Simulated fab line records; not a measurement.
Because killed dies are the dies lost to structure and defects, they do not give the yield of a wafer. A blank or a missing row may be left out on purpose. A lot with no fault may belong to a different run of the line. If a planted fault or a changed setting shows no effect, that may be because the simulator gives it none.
The tool behind it: which one? / flow nand-harc / route of 1302 steps, sampled at 1 step: 12 lots, 36 wafers

== WHAT THE GAUGES READ, wafer by wafer ==
NHARC_A_M0_CD_MEAS_09 targets a cd of 80 nm.
lot=L077; measured=day 23 11:30; on=cd-sem-03; cd-nm (nm)=80.9 80.4 80.3
lot=L076; measured=day 23 15:41; on=cd-sem-01; cd-nm (nm)=78.9 80.1 79.9
lot=L079; measured=day 25 00:47; on=cd-sem-01; cd-nm (nm)=81.4 80.9 81.1
lot=L081; measured=day 26 12:38; on=cd-sem-01; cd-nm (nm)=80.8 80.2 81.2
lot=L083; measured=day 26 21:07; on=cd-sem-02; cd-nm (nm)=79.6 79.7 79.9
lot=L086; measured=day 27 06:11; on=cd-sem-01; cd-nm (nm)=80.7 78.9 80.8
lot=L088; measured=day 28 09:56; on=cd-sem-01; cd-nm (nm)=80.3 81.1 79.5
lot=L087; measured=day 28 17:03; on=cd-sem-02; cd-nm (nm)=80.0 80.5 80.5
lot=L090; measured=day 29 22:40; on=cd-sem-03; cd-nm (nm)=79.7 80.2 80.1
lot=L093; measured=day 30 16:46; on=cd-sem-03; cd-nm (nm)=80.2 80.5 79.8
lot=L094; measured=day 31 08:02; on=cd-sem-01; cd-nm (nm)=80.2 79.9 79.6
lot=L096; measured=day 32 20:53; on=cd-sem-02; cd-nm (nm)=80.3 80.5 80.9

== TOOL THAT RAN EACH LOT (tool first, then ch and the chambers of the sampled wafers, then the start) ==
No process step before these readings appears in the record.

== THE ANSWER, worked out from the rows above alone ==
Rule: what is usual is taken from the lots themselves. The widest of any qualifying gaps counts: lots, ordered by their means at a reading, are off when they make up no more than a third of the lots, leave a main group of 4 or more, and stand apart from it by 3 or more times the standard deviation of that group's means. The tables above print the reading to a certain number of digits; a main group whose means all agree to those digits is not used. A lot without any number at a reading at which 4 lots or more have one is off too. All remaining lots with rows at the step are treated as sound.
Nothing can be told from this: no lot is off at any reading shown.

== WHAT WAS PUT IN BY THE SIMULATOR ==
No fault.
